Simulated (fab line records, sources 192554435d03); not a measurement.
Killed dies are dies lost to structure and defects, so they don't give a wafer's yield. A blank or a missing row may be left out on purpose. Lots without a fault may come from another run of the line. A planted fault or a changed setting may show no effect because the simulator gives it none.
fab line records | flow n5_finfet
record lots=24 wafers=72 last_day=17
route steps=1938 shown GATE_CUT@492 MOL_CONTACT_COAG@544
lots that met no fault: from a run of the same line without faults
start_h: hours from the record's first day to the start of the lot's first wafer shown | wait_h: hours since the lot's step before | " the same as in the row above | L1.1+2: a row that stands for several wafers | - no value, or no start given | * or withheld: withheld | < > ~ a bound
route shown NAME@n: a module of which the file shows steps, and the number in the route of the first | usual: mean/standard deviation of fault-free wafers | same: alike in all rows | chamber/n: place in a boat | sites: the reading at each site | _std_site: their standard deviation | _edge_site: outer sites' mean less inner sites' | radius_mm: how far each site lies from the wafer's centre | mask NAME#n: copy n | behind: the tool/chamber that last shaped the wafer | hold: why the lot was held/for how many hours/how that ended | device: the transistor (n, p or np) that didn't switch | end of line: the same wafers' tests at the end of the route | a step without rows: its recipe alone | killed: dies lost to structure and defects at the first sort, not the wafer's yield | map: a wafer's dies, x killed, . not, _ none there
set.NAME: the setting as run; set.NAME@STEP: as run at that earlier step | model.NAME: the simulator's own value behind a step, which no gauge read
steps of the route over a sample of lots; a table a step, a row a wafer
services: from which hour (start_h, from the record's first day; less than 0 if before it) a tool's chamber was out of use, for how many hours, and why
## steps
# step N5_GATE_CUT_ETCH_36
# recipe chemistry=CF4 target=SiARC target_depth_a=130 mask_material=CAR-EUV time_s=21.7 ion_energy_ev=80 pressure_mtorr=40 source_w=545 bias_w=36 Ar_flow_sccm=100 cf4_flow_sccm=100 ends=cleared
# usual drypump_motor_current_A=5.9/0.56 etch_rf_on_time_s=21.6/0.52 oes_product_au=0.70/0.067 rf_vpp_V=184.4/1.1 showerhead_plenum_p_Torr=2.17/0.06 throttle_valve_pct=15.54/0.27
# columns lot.wafer tool chamber start_h wait_h drypump_motor_current_A etch_rf_on_time_s oes_product_au rf_hours_counter_h rf_vpp_V showerhead_plenum_p_Torr throttle_valve_pct
L074.1 rie_diel-01 2 83.64 0.0 5.4 22.2 0.57 243 183.4 2.10 15.86
L074.2 " 3 " " 5.3 20.3 0.76 35 185.1 2.17 15.62
L074.6 " 1 " " 5.5 21.0 0.78 - 185.1 2.17 15.09
L075.2 rie_diel-04 1 94.61 0.0 5.6 22.2 0.68 89 183.5 2.16 15.48
L075.3 " 2 " " 6.5 21.9 0.65 111 182.5 2.08 15.90
L075.6 " 0 " " 6.5 22.1 0.61 - 187.3 2.20 15.78
L076.1 rie_diel-01 0 96.84 0.0 6.8 22.0 0.77 28 184.6 2.26 15.38
L076.3 " 2 " " 5.3 22.1 0.57 248 182.3 2.10 15.85
L076.4 " 1 " " 5.5 20.8 0.78 - 185.3 2.17 15.09
L077.2 rie_diel-05 3 103.85 0.0 6.3 21.5 0.72 74 183.9 2.18 15.95
L077.3 " 2 " " 5.2 21.7 0.65 149 182.6 2.15 15.45
L077.6 " 3 " " 6.3 21.7 0.72 - 184.5 2.18 15.95
L078.1 rie_diel-01 0 109.32 0.0 6.7 21.7 0.75 34 186.0 2.25 15.38
L078.2 " 1 " " 5.5 20.8 0.77 49 183.1 2.17 15.10
L078.5 " 1 " " 5.5 20.8 0.76 - 184.8 2.17 15.09
L079.1 rie_diel-01 1 115.39 0.0 5.5 20.8 0.77 52 183.9 2.17 15.09
L079.5 " 1 " " 5.5 20.5 0.78 - 184.1 2.17 15.10
L079.6 " 0 " " 6.7 21.8 0.75 - 186.2 2.25 15.40
L080.1 rie_diel-01 0 120.66 0.0 6.7 22.0 0.76 39 185.7 2.25 15.40
L080.2 " 1 " " 5.5 20.8 0.77 54 185.0 2.17 15.10
L080.6 " 1 " " 5.5 20.8 0.77 - 184.4 2.17 15.09
L081.3 rie_diel-04 1 125.56 0.0 5.6 21.5 0.69 98 184.3 2.16 15.50
L081.4 " 2 " " 6.4 21.6 0.65 119 181.5 2.08 15.93
L081.5 " 1 " " 5.6 21.6 0.68 - 184.8 2.16 15.50
L082.1 rie_diel-05 1 130.95 0.0 5.8 22.5 0.63 137 183.2 2.05 15.74
L082.3 " 3 " " 6.3 21.5 0.72 83 185.3 2.18 15.99
L082.4 " 0 " " 5.7 21.5 0.70 87 184.9 2.26 15.37
L083.4 rie_diel-01 2 136.21 0.0 5.3 21.6 0.84 - 183.2 2.10 15.39
L083.5 " 1 " " 5.5 20.9 0.76 - 184.1 2.17 15.11
L083.6 " 0 " " 6.7 21.9 0.74 - 184.9 2.25 15.42
L084.2 rie_diel-01 0 144.25 0.0 6.7 22.1 0.74 47 185.3 2.25 15.41
L084.4 " 2 " " 5.3 21.8 0.82 - 184.0 2.10 15.41
L084.5 " 0 " " 6.7 21.9 0.74 - 184.4 2.25 15.42
L085.1 rie_diel-04 2 150.71 0.0 6.4 21.5 0.65 127 183.5 2.08 15.93
L085.3 " 1 " " 5.6 21.7 0.67 104 183.9 2.16 15.52
L085.6 " 1 " " 5.6 21.5 0.68 - 183.7 2.16 15.52
L086.2 rie_diel-04 2 157.98 0.0 6.4 21.8 0.65 130 183.3 2.08 15.95
L086.4 " 1 " " 5.6 21.4 0.67 107 184.2 2.15 15.52
L086.6 " 0 " " 6.5 21.6 0.61 - 185.4 2.20 15.80
L087.1 rie_diel-01 2 164.19 0.0 5.3 22.0 0.80 11 183.5 2.10 15.42
L087.3 " 3 " " 5.2 20.4 0.75 46 183.0 2.17 15.66
L087.6 " 3 " " 5.2 20.4 0.74 - 184.9 2.17 15.66
L088.1 rie_diel-05 0 170.46 0.0 5.7 21.2 0.68 100 186.1 2.26 15.39
L088.5 " 1 " " 5.8 22.3 0.63 - 184.3 2.05 15.77
L088.6 " 0 " " 5.7 21.2 0.69 - 184.4 2.26 15.40
L089.3 rie_diel-05 2 173.46 0.0 5.2 21.7 0.63 170 184.3 2.14 15.49
L089.4 " 3 " " 6.3 21.6 0.70 96 183.4 2.17 15.99
L089.5 " 2 " " 5.2 21.6 0.64 - 183.7 2.14 15.48
L090.2 rie_diel-01 1 181.62 0.0 5.5 21.0 0.74 72 184.7 2.16 15.13
L090.5 " 3 " " 5.2 20.6 0.73 - 185.1 2.17 15.66
L090.6 " 2 " " 5.3 22.1 0.79 - 184.0 2.09 15.41
L091.1 rie_diel-05 2 187.77 0.0 5.2 21.5 0.63 174 184.3 2.14 15.49
L091.2 " 0 " " 5.7 21.4 0.68 105 185.6 2.26 15.40
L091.4 " 1 " " 5.8 22.5 0.63 155 181.5 2.05 15.79
L092.2 rie_diel-04 1 191.22 0.0 5.6 21.3 0.67 117 183.5 2.15 15.54
L092.3 " 3 " " 5.3 22.1 0.58 246 184.5 2.20 15.63
L092.4 " 0 " " 6.5 22.1 0.59 233 185.4 2.19 15.82
L093.3 rie_diel-04 2 196.05 0.0 6.5 21.6 0.64 140 181.9 2.07 15.96
L093.4 " 1 " " 5.6 21.8 0.66 118 185.5 2.15 15.55
L093.5 " 2 " " 6.4 21.8 0.63 - 183.2 2.07 15.96
L094.2 rie_diel-01 0 202.45 0.0 6.7 22.2 0.71 63 186.5 2.25 15.46
L094.3 " 3 " " 5.2 20.6 0.73 55 184.3 2.17 15.68
L094.5 " 3 " " 5.2 20.5 0.74 - 184.7 2.17 15.65
L095.4 rie_diel-04 2 211.13 0.0 6.4 22.0 0.62 - 184.3 2.07 15.98
L095.5 " 1 " " 5.6 21.8 0.65 - 184.3 2.15 15.56
L095.6 " 0 " " 6.5 22.2 0.59 - 183.7 2.19 15.83
L096.2 rie_diel-05 1 217.07 0.0 5.8 22.5 0.61 163 181.8 2.05 15.79
L096.3 " 2 " " 5.2 21.8 0.62 182 184.5 2.14 15.52
L096.6 " 0 " " 5.7 21.7 0.66 - 184.9 2.25 15.42
L097.1 rie_diel-01 1 223.58 0.0 5.5 20.8 0.74 82 183.1 2.16 15.18
L097.3 " 2 " " 5.3 21.7 0.77 25 185.1 2.09 15.44
L097.4 " 0 " " 6.8 22.2 0.71 68 185.2 2.24 15.47
# step N5_GATE_CUT_STRIP_42
# recipe chemistry=O2 power_w=400 temp_c=40 pressure_mtorr=30 rf_frequency_hz=6e+07 bias_power_w=0 overash_fraction=0.3 o2_flow_sccm=225
# usual drypump_motor_current_A=5.9/0.56 oes_product_au=0.82/0.078 rf_vpp_V=3.7/0.47 showerhead_plenum_p_Torr=2.13/0.066 throttle_valve_pct=16.62/0.23
# columns lot.wafer tool chamber start_h wait_h drypump_motor_current_A oes_product_au rf_hours_counter_h rf_vpp_V showerhead_plenum_p_Torr throttle_valve_pct
L074.1 rie_diel-01 2 83.83 0.0 5.3 0.67 243 4.2 2.06 16.94
L074.2 " 3 " " 5.2 0.88 35 4.0 2.14 16.79
L074.6 " 1 " " 5.5 0.91 - 2.8 2.15 16.19
L075.2 rie_diel-04 1 94.80 0.0 5.6 0.80 89 3.5 2.13 16.65
L075.3 " 2 " " 6.5 0.77 111 3.5 2.01 16.87
L075.6 " 0 " " 6.5 0.72 - 3.0 2.15 16.76
L076.1 rie_diel-01 0 97.03 0.0 6.7 0.91 28 3.9 2.23 16.54
L076.3 " 2 " " 5.3 0.67 248 3.8 2.06 16.95
L076.4 " 1 " " 5.5 0.91 - 3.9 2.14 16.22
L077.2 rie_diel-05 3 104.04 0.0 6.3 0.83 74 3.8 2.12 16.93
L077.3 " 2 " " 5.2 0.76 149 2.9 2.09 16.46
L077.6 " 3 " " 6.3 0.84 - 3.7 2.12 16.93
L078.1 rie_diel-01 0 109.60 0.0 6.7 0.90 34 3.6 2.23 16.56
L078.2 " 1 " " 5.5 0.89 49 5.1 2.14 16.25
L078.5 " 1 " " 5.5 0.89 - 3.2 2.14 16.23
L079.1 rie_diel-01 1 115.67 0.0 5.5 0.89 52 3.2 2.14 16.23
L079.5 " 1 " " 5.5 0.89 - 3.9 2.14 16.24
L079.6 " 0 " " 6.7 0.90 - 3.5 2.23 16.55
L080.1 rie_diel-01 0 120.95 0.0 6.7 0.89 39 4.0 2.23 16.55
L080.2 " 1 " " 5.5 0.90 54 2.9 2.14 16.24
L080.6 " 1 " " 5.5 0.89 - 3.7 2.14 16.24
L081.3 rie_diel-04 1 125.75 0.0 5.6 0.80 98 3.3 2.13 16.67
L081.4 " 2 " " 6.5 0.77 120 4.0 2.01 16.88
L081.5 " 1 " " 5.6 0.80 - 3.2 2.13 16.67
L082.1 rie_diel-05 1 131.14 0.0 5.8 0.75 137 3.5 2.01 16.88
L082.3 " 3 " " 6.3 0.82 83 3.1 2.12 16.94
L082.4 " 0 " " 5.7 0.81 87 4.2 2.21 16.37
L083.4 rie_diel-01 2 136.41 0.0 5.3 0.98 - 3.8 2.06 16.53
L083.5 " 1 " " 5.5 0.89 - 4.1 2.14 16.25
L083.6 " 0 " " 6.7 0.88 - 4.4 2.23 16.58
L084.2 rie_diel-01 0 144.44 0.0 6.7 0.87 47 4.1 2.22 16.58
L084.4 " 2 " " 5.4 0.96 - 2.8 2.06 16.52
L084.5 " 0 " " 6.7 0.87 - 3.6 2.22 16.57
L085.1 rie_diel-04 2 150.90 0.0 6.5 0.75 127 2.9 2.00 16.89
L085.3 " 1 " " 5.6 0.79 105 3.8 2.13 16.66
L085.6 " 1 " " 5.6 0.79 - 4.8 2.13 16.67
L086.2 rie_diel-04 2 158.17 0.0 6.5 0.74 130 3.4 2.00 16.89
L086.4 " 1 " " 5.6 0.79 107 3.6 2.13 16.67
L086.6 " 0 " " 6.5 0.71 - 3.7 2.15 16.81
L087.1 rie_diel-01 2 164.38 0.0 5.4 0.95 11 3.5 2.05 16.54
L087.3 " 3 " " 5.2 0.86 46 3.8 2.14 16.81
L087.6 " 3 " " 5.2 0.87 - 4.2 2.14 16.82
L088.1 rie_diel-05 0 170.65 0.0 5.7 0.79 100 3.9 2.20 16.37
L088.5 " 1 " " 5.8 0.74 - 3.7 2.01 16.92
L088.6 " 0 " " 5.7 0.80 - 3.6 2.20 16.38
L089.3 rie_diel-05 2 173.65 0.0 5.2 0.75 170 3.9 2.08 16.48
L089.4 " 3 " " 6.3 0.81 96 3.4 2.11 16.97
L089.5 " 2 " " 5.2 0.75 - 3.3 2.08 16.47
L090.2 rie_diel-01 1 181.81 0.0 5.5 0.86 72 3.8 2.13 16.27
L090.5 " 3 " " 5.2 0.85 - 3.9 2.14 16.81
L090.6 " 2 " " 5.3 0.93 - 3.5 2.05 16.55
L091.1 rie_diel-05 2 187.97 0.0 5.2 0.76 174 4.3 2.08 16.49
L091.2 " 0 " " 5.7 0.81 105 3.9 2.20 16.39
L091.4 " 1 " " 5.8 0.74 155 3.8 2.01 16.91
L092.2 rie_diel-04 1 191.41 0.0 5.6 0.78 117 3.7 2.12 16.69
L092.3 " 3 " " 5.4 0.68 246 3.6 2.13 16.60
L092.4 " 0 " " 6.5 0.70 233 3.9 2.14 16.82
L093.3 rie_diel-04 2 196.24 0.0 6.5 0.75 140 3.2 2.00 16.91
L093.4 " 1 " " 5.6 0.78 118 3.0 2.12 16.69
L093.5 " 2 " " 6.4 0.75 - 3.7 2.00 16.91
L094.2 rie_diel-01 0 202.64 0.0 6.7 0.85 63 4.0 2.22 16.62
L094.3 " 3 " " 5.2 0.84 55 3.5 2.14 16.83
L094.5 " 3 " " 5.2 0.84 - 2.9 2.14 16.84
L095.4 rie_diel-04 2 211.32 0.0 6.5 0.73 - 3.9 2.00 16.93
L095.5 " 1 " " 5.6 0.77 - 3.2 2.12 16.70
L095.6 " 0 " " 6.5 0.70 - 2.9 2.14 16.84
L096.2 rie_diel-05 1 217.26 0.0 5.8 0.73 163 4.2 2.01 16.94
L096.3 " 2 " " 5.2 0.74 182 4.1 2.08 16.50
L096.6 " 0 " " 5.6 0.78 - 4.2 2.20 16.41
L097.1 rie_diel-01 1 223.77 0.0 5.5 0.85 82 3.4 2.13 16.29
L097.3 " 2 " " 5.3 0.91 25 3.8 2.05 16.59
L097.4 " 0 " " 6.7 0.84 68 4.0 2.22 16.60
# step N5_GATE_CUT_ALD_22
# recipe material=SiNx target_thk_a=160 temp_c=400 ald_precursor_family=SiH2I2 ald_co_reactant=N2/H2-plasma pulse_time_s=1 ald_cycles=320 purge_time_s=2 co_reactant_purge_time_s=2 pressure_torr=2
# usual heater_power_outer_w=496/36 heater_power_w=806/68 precursor_pulse_height_rel=0.998/0.021 susceptor_temp_C=400.01/0.22
# columns lot.wafer tool chamber start_h wait_h heater_power_outer_w heater_power_w precursor_pulse_height_rel susceptor_temp_C
L074.1 ald_sin-03 0 84.42 0.0 557 924 0.979 400.18
L074.2 " 1 " " 527 830 1.010 400.18
L074.6 " 1 " " 523 810 0.995 400.32
L075.2 ald_sin-03 2 95.91 0.5 449 677 0.987 400.23
L075.3 " 3 " " 479 766 1.027 399.88
L075.6 " 2 " " 432 696 0.991 400.34
L076.1 ald_sin-01 1 97.62 0.0 499 766 0.985 400.21
L076.3 " 3 " " 484 859 0.988 399.97
L076.4 " 0 " " 512 825 0.970 399.86
L077.2 ald_sin-01 2 104.63 0.0 481 764 0.992 399.76
L077.3 " 1 " " 494 761 0.977 399.75
L077.6 " 3 " " 487 865 1.002 399.73
L078.1 ald_sin-01 0 110.26 0.0 503 836 1.012 400.33
L078.2 " 2 " " 483 752 1.024 400.02
L078.5 " 3 " " 496 842 0.986 400.28
L079.1 ald_sin-01 0 116.33 0.0 509 847 0.965 399.95
L079.5 " 2 " " 498 789 0.988 399.61
L079.6 " 3 " " 480 860 0.997 399.86
L080.1 ald_sin-01 2 121.60 0.0 477 759 0.978 400.23
L080.2 " 0 " " 514 821 1.023 399.74
L080.6 " 3 " " 491 842 0.985 400.01
L081.3 ald_sin-04 0 126.34 0.0 540 827 1.022 400.36
L081.4 " 3 " " 411 712 1.007 399.95
L081.5 " 0 " " 514 809 0.990 400.11
L082.1 ald_sin-01 1 131.73 0.0 498 748 1.001 399.88
L082.3 " 3 " " 489 848 1.003 399.99
L082.4 " 0 " " 506 809 1.037 399.49
L083.4 ald_sin-01 3 136.98 0.0 491 876 1.010 400.02
L083.5 " 2 " " 478 767 1.014 400.06
L083.6 " 1 " " 484 763 0.974 400.27
L084.2 ald_sin-01 2 145.04 0.0 494 769 0.989 400.01
L084.4 " 3 " " 499 858 1.015 400.25
L084.5 " 2 " " 491 786 1.007 399.89
L085.1 ald_sin-01 1 151.49 0.0 500 762 1.014 400.21
L085.3 " 3 " " 500 857 0.980 399.89
L085.6 " 2 " " 484 753 0.978 399.72
L086.2 ald_sin-04 0 159.10 0.4 537 828 0.983 399.84
L086.4 " 1 " " 517 829 1.012 400.11
L086.6 " 1 " " 536 798 0.981 400.19
L087.1 ald_sin-03 1 164.98 0.0 515 821 1.000 399.96
L087.3 " 3 " " 474 748 0.986 399.77
L087.6 " 2 " " 429 695 1.021 399.97
L088.1 ald_sin-03 0 172.62 1.4 563 953 1.024 400.16
L088.5 " 3 " " 478 761 0.962 399.84
L088.6 " 0 " " 560 956 0.999 400.12
L089.3 ald_sin-01 1 174.24 0.0 499 758 0.982 400.12
L089.4 " 2 " " 492 769 0.985 400.24
L089.5 " 1 " " 497 766 0.980 400.09
L090.2 ald_sin-04 1 182.41 0.0 519 805 1.001 399.86
L090.5 " 3 " " 415 728 0.984 399.76
L090.6 " 2 " " 496 873 0.992 400.49
L091.1 ald_sin-01 0 188.57 0.0 528 833 1.003 399.92
L091.2 " 1 " " 495 758 1.005 400.15
L091.4 " 2 " " 490 758 0.992 400.03
L092.2 ald_sin-01 2 192.01 0.0 491 766 1.061 399.79
L092.3 " 3 " " 500 883 0.931 400.33
L092.4 " 1 " " 492 755 1.014 399.61
L093.3 ald_sin-03 1 196.83 0.0 560 936 0.996 399.96
L093.4 " 3 " " 449 726 1.019 400.00
L093.5 " 2 " " 408 643 0.975 399.84
L094.2 ald_sin-01 3 203.23 0.0 501 877 0.985 399.81
L094.3 " 1 " " 491 764 0.983 399.78
L094.5 " 1 " " 495 743 1.014 400.10
L095.4 ald_sin-04 0 211.90 0.0 541 802 1.007 399.90
L095.5 " 1 " " 502 835 0.974 400.04
L095.6 " 2 " " 490 865 0.967 400.30
L096.2 ald_sin-03 2 217.92 0.0 402 658 0.956 400.23
L096.3 " 3 " " 443 707 1.023 400.42
L096.6 " 3 " " 451 738 0.968 400.38
L097.1 ald_sin-01 3 224.36 0.0 510 866 0.974 399.90
L097.3 " 1 " " 487 738 0.988 400.18
L097.4 " 2 " " 497 763 1.012 400.25
# step N5_GATE_CUT_CMP_43
# recipe material=SiO2 post_cmp_clean=rinse_only
# usual motor_current_A=13.3/1.3
# columns lot.wafer tool chamber start_h wait_h motor_current_A
L074.2 cmp-02 0 86.23 0.0 10.9
L074.1 " 2 " " 13.3
L074.6 " 0 " " 10.6
L075.2 cmp-02 1 97.89 0.2 14.2
L075.3 " 2 " " 12.8
L075.6 " 0 " " 10.9
L076.3 cmp-01 0 99.52 0.1 14.9
L076.1 " 1 " " 14.0
L076.4 " 2 " " 13.8
L077.3 cmp-04 0 106.60 0.2 13.8
L077.2 " 1 " " 12.5
L077.6 " 3 " " 14.6
L078.2 cmp-04 3 112.07 0.0 15.1
L078.1 " 2 " " 12.8
L078.5 " 0 " " 13.3
L079.1 cmp-04 2 118.38 0.3 13.0
L079.5 " 3 " " 14.7
L079.6 " 0 " " 13.6
L080.2 cmp-02 2 123.41 0.0 13.9
L080.1 " 0 " " 10.9
L080.6 " 3 " " 11.4
L081.3 cmp-01 0 128.31 0.2 14.6
L081.4 " 1 " " 14.7
L081.5 " 2 " " 12.9
L082.1 cmp-01 0 133.55 0.0 14.3
L082.4 " 1 " " 14.4
L082.3 " 2 " " 12.7
L083.4 cmp-04 2 138.88 0.1 12.8
L083.5 " 1 " " 12.5
L083.6 " 2 " " 13.1
L084.2 cmp-02 2 146.86 0.0 12.2
L084.4 " 1 " " 13.9
L084.5 " 3 " " 11.6
L085.1 cmp-01 2 153.38 0.1 12.7
L085.3 " 0 " " 14.7
L085.6 " 1 " " 14.2
L086.2 cmp-02 1 160.91 0.0 13.3
L086.4 " 0 " " 10.6
L086.6 " 2 " " 13.5
L087.1 cmp-04 2 167.35 0.1 13.4
L087.3 " 0 " " 14.2
L087.6 " 2 " " 13.8
L088.1 cmp-04 1 174.67 0.3 12.1
L088.6 " 2 " " 12.9
L088.5 " 3 " " 14.0
L089.4 cmp-01 0 176.06 0.0 15.0
L089.3 " 3 " " 13.6
L089.5 " 0 " " 15.7
L090.2 cmp-01 1 184.30 0.1 13.7
L090.6 " 0 " " 14.4
L090.5 " 1 " " 14.5
L091.1 cmp-01 2 190.48 0.1 12.9
L091.2 " 3 " " 12.6
L091.4 " 0 " " 14.7
L092.3 cmp-04 3 193.82 0.0 14.4
L092.2 " 1 " " 12.3
L092.4 " 2 " " 11.9
L093.4 cmp-02 2 198.81 0.2 13.5
L093.3 " 3 " " 11.0
L093.5 " 1 " " 13.9
L094.2 cmp-02 1 205.05 0.0 14.1
L094.3 " 0 " " 10.8
L094.5 " 2 " " 12.9
L095.4 cmp-02 1 213.87 0.2 13.9
L095.5 " 3 " " 11.1
L095.6 " 0 " " 10.7
L096.3 cmp-01 1 219.90 0.2 14.3
L096.2 " 2 " " 12.9
L096.6 " 0 " " 15.2
L097.1 cmp-04 1 226.17 0.0 12.2
L097.3 " 3 " " 14.2
L097.4 " 0 " " 13.9
# step N5_MOL_CONTACT_COAG_ALD_20
# recipe material=TiN target_thk_a=15 temp_c=400 ald_precursor_family=TiCl4 ald_co_reactant=NH3 pulse_time_s=1 purge_time_s=3 co_reactant_purge_time_s=2 co_reactant_pulse_time_s=2 ald_cycles=68 pressure_torr=3
# usual heater_power_outer_w=524/48 heater_power_w=854/87 precursor_pulse_height_rel=1.001/0.019 susceptor_temp_C=400.02/0.21
# columns lot.wafer tool chamber start_h wait_h heater_power_outer_w heater_power_w precursor_pulse_height_rel susceptor_temp_C
L074.1 ald_metal-04 0 88.94 0.1 652 1068 0.999 400.35
L074.2 " 1 " " 521 765 0.999 400.15
L074.6 " 1 " " 529 782 1.002 400.14
L075.2 ald_metal-01 2 99.84 0.1 487 812 0.996 400.12
L075.3 " 0 " " 501 823 1.014 400.13
L075.6 " 3 " " 521 824 1.003 400.00
L076.1 ald_metal-02 2 103.13 0.1 511 856 0.962 399.90
L076.3 " 0 " " 546 942 0.996 399.91
L076.4 " 1 " " 462 818 1.052 399.99
L077.2 ald_metal-02 2 110.84 0.1 517 860 1.017 399.88
L077.3 " 1 " " 485 805 1.027 400.14
L077.6 " 0 " " 560 943 0.992 399.73
L078.1 ald_metal-02 3 114.34 0.1 530 793 1.004 399.92
L078.2 " 0 " " 558 942 0.984 399.95
L078.5 " 3 " " 527 789 0.986 400.17
L079.1 ald_metal-02 2 120.42 0.1 514 831 1.013 400.04
L079.5 " 1 " " 468 793 1.000 400.00
L079.6 " 0 " " 555 949 1.002 399.94
L080.1 ald_metal-02 1 125.72 0.1 471 815 0.992 399.96
L080.2 " 2 " " 528 852 0.999 399.77
L080.6 " 3 " " 530 790 0.960 400.03
L081.3 ald_metal-01 3 130.69 0.1 512 839 1.030 400.40
L081.4 " 2 " " 495 800 1.002 400.48
L081.5 " 3 " " 515 839 0.988 400.39
L082.1 ald_metal-01 0 136.17 0.1 515 799 1.018 400.21
L082.3 " 1 " " 668 1084 1.001 400.33
L082.4 " 1 " " 652 1084 0.997 400.15
L083.4 ald_metal-02 3 142.65 0.1 525 795 1.017 400.09
L083.5 " 2 " " 510 824 0.991 399.62
L083.6 " 1 " " 462 813 1.005 399.75
L084.2 ald_metal-02 3 149.31 0.1 544 782 0.996 399.99
L084.4 " 2 " " 513 852 1.018 399.91
L084.5 " 1 " " 466 817 0.977 400.22
L085.1 ald_metal-01 0 155.58 0.1 519 804 1.000 399.76
L085.3 " 2 " " 487 829 0.989 400.06
L085.6 " 0 " " 522 820 0.986 399.89
L086.2 ald_metal-02 0 163.87 0.1 549 937 1.013 400.17
L086.4 " 3 " " 518 772 1.008 400.41
L086.6 " 0 " " 537 940 0.946 399.88
L087.1 ald_metal-02 1 169.38 0.1 471 800 1.006 400.28
L087.3 " 3 " " 531 767 1.002 400.36
L087.6 " 1 " " 463 819 1.014 400.24
L088.1 ald_metal-01 1 176.79 0.1 660 1116 0.978 399.85
L088.5 " 2 " " 482 811 1.027 399.70
L088.6 " 3 " " 530 819 1.004 399.96
L089.3 ald_metal-02 1 181.47 0.1 470 801 0.989 399.97
L089.4 " 0 " " 558 948 1.000 399.84
L089.5 " 0 " " 563 934 0.991 399.93
L090.2 ald_metal-02 1 186.72 0.1 472 780 1.003 400.01
L090.5 " 0 " " 564 958 1.006 400.02
L090.6 " 1 " " 469 791 0.992 400.06
L091.1 ald_metal-01 2 193.21 0.1 484 815 1.016 400.09
L091.2 " 1 " " 654 1105 1.013 400.07
L091.4 " 0 " " 514 798 1.014 400.09
L092.2 ald_metal-01 0 196.22 0.1 510 809 1.013 400.16
L092.3 " 2 " " 486 799 0.977 400.17
L092.4 " 1 " " 673 1109 1.020 399.80
L093.3 ald_metal-02 1 201.77 0.1 483 787 0.995 400.06
L093.4 " 3 " " 520 799 1.026 400.03
L093.5 " 1 " " 473 807 1.005 399.80
L094.2 ald_metal-04 1 207.96 0.1 511 776 1.026 400.34
L094.3 " 0 " " 667 1084 0.983 399.87
L094.5 " 0 " " 657 1070 0.994 400.03
L095.4 ald_metal-02 2 216.03 0.1 525 851 0.989 399.75
L095.5 " 1 " " 465 798 1.038 399.83
L095.6 " 2 " " 532 886 0.989 399.94
L096.2 ald_metal-02 0 221.94 0.1 553 956 1.014 399.57
L096.3 " 1 " " 479 801 1.004 399.69
L096.6 " 1 " " 474 801 1.035 399.77
L097.1 ald_metal-02 2 228.60 0.1 509 859 1.003 399.96
L097.3 " 1 " " 466 812 0.968 400.26
L097.4 " 0 " " 536 948 0.975 399.73
# step N5_MOL_CONTACT_COAG_PRE_CLEAN_141
# recipe gas=H2/He time_s=60 temp_c=300
# usual heater_power_w=451/52 susceptor_temp_C=300.01/0.2
# columns lot.wafer tool chamber start_h wait_h heater_power_w susceptor_temp_C
L074.1 pvd_sputter-01 - 91.12 1.7 481 300.15
L074.2 " - " " 433 299.68
L074.6 " - " " 563 300.01
L075.2 pvd_sputter-01 - 103.11 2.7 553 299.97
L075.3 " - " " 495 300.39
L075.6 " - " " 534 299.75
L076.1 pvd_sputter-01 - 104.23 0.7 390 299.91
L076.3 " - " " 435 299.67
L076.4 " - " " 484 299.60
L077.2 pvd_sputter-02 - 114.06 2.8 386 299.95
L077.3 " - " " 476 300.05
L077.6 " - " " 468 299.95
L078.1 pvd_sputter-02 - 115.50 0.8 399 300.36
L078.2 " - " " 466 299.97
L078.5 " - " " 398 300.40
L079.1 pvd_sputter-02 - 121.63 0.8 401 300.16
L079.5 " - " " 475 300.23
L079.6 " - " " 395 299.86
L080.1 pvd_sputter-01 - 126.78 0.6 395 300.02
L080.2 " - " " 433 300.31
L080.6 " - " " 557 300.42
L081.3 pvd_sputter-02 - 131.70 0.5 469 299.76
L081.4 " - " " 394 300.04
L081.5 " - " " 395 300.02
L082.1 pvd_sputter-03 - 136.76 0.2 495 299.99
L082.3 " - " " 525 300.15
L082.4 " - " " 494 300.15
L083.4 pvd_sputter-01 - 143.57 0.4 549 299.83
L083.5 " - " " 429 300.00
L083.6 " - " " 395 300.17
L084.2 pvd_sputter-01 - 150.24 0.5 425 300.15
L084.4 " - " " 543 300.11
L084.5 " - " " 481 300.13
L085.1 pvd_sputter-01 - 156.46 0.5 544 300.27
L085.3 " - " " 490 300.19
L085.6 " - " " 548 300.10
L086.2 pvd_sputter-02 - 164.51 0.2 394 300.00
L086.4 " - " " 434 300.02
L086.6 " - " " 425 300.01
L087.1 pvd_sputter-01 - 171.20 1.4 493 300.03
L087.3 " - " " 396 299.86
L087.6 " - " " 495 300.32
L088.1 pvd_sputter-02 - 181.28 3.9 391 299.80
L088.5 " - " " 438 299.94
L088.6 " - " " 398 300.08
L089.3 pvd_sputter-02 - 182.06 0.1 408 299.93
L089.4 " - " " 430 300.28
L089.5 " - " " 393 300.26
L090.2 pvd_sputter-02 - 187.31 0.2 391 299.83
L090.5 " - " " 394 300.15
L090.6 " - " " 395 300.03
L091.1 pvd_sputter-02 - 195.19 1.6 391 299.98
L091.2 " - " " 389 300.06
L091.4 " - " " 485 299.85
L092.2 pvd_sputter-01 - 198.60 1.8 439 299.81
L092.3 " - " " 396 300.18
L092.4 " - " " 555 300.16
L093.3 pvd_sputter-02 - 203.89 1.7 404 300.03
L093.4 " - " " 481 299.35
L093.5 " - " " 401 299.89
L094.2 pvd_sputter-01 - 209.59 1.2 556 299.93
L094.3 " - " " 389 299.48
L094.5 " - " " 561 299.81
L095.4 pvd_sputter-03 - 217.18 0.7 462 300.10
L095.5 " - " " 437 299.72
L095.6 " - " " 526 299.81
L096.2 pvd_sputter-02 - 222.54 0.2 398 300.20
L096.3 " - " " 424 300.08
L096.6 " - " " 430 300.38
L097.1 pvd_sputter-02 - 229.63 0.6 397 300.22
L097.3 " - " " 434 300.33
L097.4 " - " " 393 300.20
## services
# columns tool chamber start_h hours kind
ald_sin-03 2 59.88 12.8 repair
cmp-01 - 65.03 13.5 pm
cmp-04 - 65.15 1.1 repair
cmp-04 - 66.86 3.5 repair
ald_sin-03 0 67.24 7.2 repair
cmp-01 - 78.53 5.9 pm
ald_sin-03 0 86.06 2.7 repair
ald_metal-01 1 86.20 15.2 repair
rie_diel-05 1 95.99 7.9 repair
pvd_sputter-01 - 107.88 1.9 repair
rie_diel-01 3 108.65 45.3 repair
cmp-04 - 113.36 4.7 pm
rie_diel-05 0 121.56 1.7 repair
ald_metal-01 3 131.61 8.5 repair
ald_metal-01 1 152.62 6.5 repair
ald_sin-01 - 155.04 6.0 pm
ald_metal-02 3 170.39 7.1 repair
cmp-02 - 182.60 0.2 repair
ald_sin-01 0 198.51 5.1 repair
cmp-02 - 200.56 2.4 repair
cmp-01 - 204.15 0.5 repair
ald_sin-01 - 204.82 0.7 repair
rie_diel-01 - 206.39 0.5 repair
cmp-02 - 215.42 4.0 pm
## key
fault none
